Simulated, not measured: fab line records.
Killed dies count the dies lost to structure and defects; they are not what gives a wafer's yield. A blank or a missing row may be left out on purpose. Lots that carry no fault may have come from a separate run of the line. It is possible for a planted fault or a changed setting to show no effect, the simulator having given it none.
Problem report, 8D (eight disciplines) form, completed by code ; flow nand-harc ; the parts of the form that need people (team, actions taken, sign-off) are left out

1. WHAT IS WRONG
At NHARC_A_ONON_D2_THK_MEAS_21, thk-nm averages 695 nm over 3 wafers from 3 lots, while fault-free wafers read 999 nm, standard deviation 11. Measured from the usual mean, that is -28 standard deviations.
The step: measures by ellipsometry.
Seen first at day 16 17:54 on film-metro-01, wafer L439.4. The record holds 41 wafers of 14 lots with a number at this step. By rule, "out" or "out of limits" means more than 4 standard deviations away from the usual mean. All remaining wafers that have a number are taken as sound.

2. WHAT IT IS, AND WHAT IT ISN'T
question;is;is not
which readings at this step;thk-nm;-
which lots;L439, L440, L443;L430, L431, L432, L433, L438, L448, L449, L450, L451, L452, L453
which wafers of those lots;L439.4, L440.3, L443.4;L439.1, L440.2, L440.6, L443.2, L443.5
read on which gauges;film-metro-01, film-metro-02;-
when;from day 16 17:54;"up to then (16 sound wafers); but 22 sound wafers of L440, L443, L448, L449, L450, L451, L452, L453 came after"

3. SUSPECTS, AND WHAT RULES EACH OUT
Counting: if a tool at a process step up to the reading ran every lot that is out, it stays a suspect. Sound lots after the first of them don't rule it out here, since some wafers of a struck lot are sound.
- ruled out: the gauge at NHARC_A_ONON_D2_THK_MEAS_21. Those wafers that are out were read across 2 gauges (film-metro-01, film-metro-02).
- pecvd-onon-03 at NHARC_A_ONON_D2_DEP_19 (target thk 1000 nm): kept. It processed each lot that is out (first: L439, day 16 17:23); up to then, its last sound lot is L438 (day 15 14:47).
Remaining after the count: pecvd-onon-03 at NHARC_A_ONON_D2_DEP_19.

4. THE CAUSE (what the simulator had put in)
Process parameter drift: pecvd-onon-03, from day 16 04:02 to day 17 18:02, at NHARC_A_ONON_D2_DEP_19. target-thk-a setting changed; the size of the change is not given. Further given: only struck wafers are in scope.
This tool alone remained once counting was done.

5. THE EFFECT CHAIN, in route order
One row per reading whose mean, taken over the struck wafers that have a number, lies over 3 standard deviations from the usual. Readings are gone through only where the record gives a usual standard deviation; hours: the median, over the lots, of the time from a lot's start at the first step in this table giving one to that lot's start at this step; sigmas: the change measured in usual standard deviations.
hours;step;reading;usual;on struck wafers;change;sigmas
0;NHARC_A_ONON_D2_THK_MEAS_21;thk-nm;999 nm;695;-304;-28
277;NHARC_END_SORT_01;killed-at-array;62;672;+610;+41
277;NHARC_END_SORT_01;killed-dies;66;677;+611;+41

6. WHAT WOULD HAVE CAUGHT IT SOONER
Counted from the fault's start at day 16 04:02, it took 14 hours until the first out-of-limits reading at a measuring or inspecting step in this record, taken at day 16 17:54.
An alarm limit of 4 standard deviations would not have fired on the tool readings at NHARC_A_ONON_D2_DEP_19 for which the record gives a usual standard deviation, since none of them was out on any struck wafer.
Of the lots that are out (3), L440, L443 began NHARC_A_ONON_D2_DEP_19 on pecvd-onon-03 after day 16 17:54. A hold on the tool at that time would have spared those 2.
